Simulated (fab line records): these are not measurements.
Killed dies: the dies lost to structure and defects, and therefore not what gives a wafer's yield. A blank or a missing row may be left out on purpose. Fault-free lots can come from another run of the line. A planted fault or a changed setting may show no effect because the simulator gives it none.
Matching of chambers ; flow n5-finfet ; N5_HKMG_FIN_ALD_75 on ald-hk-01: 4 sister chambers
The step deposits Al2O3, target thk 1 nm, co reactant pulse time 1 s. 20 wafers are shown with their chamber, then 10 later ones without.

## WAFERS WITH THEIR CHAMBER
wafer;chamber;heater-power-w (W);precursor-pulse-height-rel
L076.4;1;142;1.004
L076.5;1;142;0.996
L076.6;0;155;0.970
L079.1;0;158;1.013
L079.3;2;156;0.986
L079.4;1;140;0.990
L080.3;1;143;1.018
L080.4;0;158;1.015
L080.5;0;150;0.975
L081.2;2;158;0.990
L081.3;0;156;0.992
L081.5;1;139;0.990
L083.3;1;141;0.986
L083.4;0;153;0.979
L083.5;1;138;1.010
L084.1;3;161;0.987
L084.4;2;156;1.026
L084.6;0;160;1.010
L087.1;2;160;0.991
L087.2;0;156;1.023

SIGNATURES, as means of the wafers listed above
reading;chamber 0;chamber 1;chamber 2;chamber 3;scatter within a chamber
heater-power-w;155.75;140.71;157.50;161.00;2.5
precursor-pulse-height-rel;0.99712;0.99914;0.99825;0.98700;0.0175
Rule: distance of a wafer from a chamber = root of the sum over the readings of ((wafer's reading minus chamber's mean) / reading's scatter) squared. If the next closest chamber is less than 2 further off than the closest, the wafer can't be placed; otherwise it belongs to the closest. The scatter: the root of (the sum of the squares of (reading less its chamber's mean) over the shown wafers, divided by (wafers less chambers)).

## WAFERS MISSING THEIR CHAMBER
wafer;heater-power-w (W);precursor-pulse-height-rel
L087.4;159;0.983
L088.1;140;0.993
L088.3;158;0.985
L088.5;140;0.994
L096.1;157;1.010
L096.3;141;1.006
L096.5;142;1.002
L097.1;156;0.969
L097.4;142;1.000
L097.5;156;0.972

## CHAMBER TAKEN BY EACH
wafer;from the rows above;in truth
L087.4;can't be placed: 3 or 2 or 0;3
L088.1;1;1
L088.3;can't be placed: 2 or 0 or 3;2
L088.5;1;1
L096.1;can't be placed: 2 or 0 or 3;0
L096.3;1;1
L096.5;1;1
L097.1;can't be placed: 0 or 2 or 3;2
L097.4;1;1
L097.5;can't be placed: 0 or 2 or 3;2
Correctly placed: 5 of 10. Not placeable from these rows: 5 (in 5, the candidates include the true chamber). Number placed wrongly: 0.
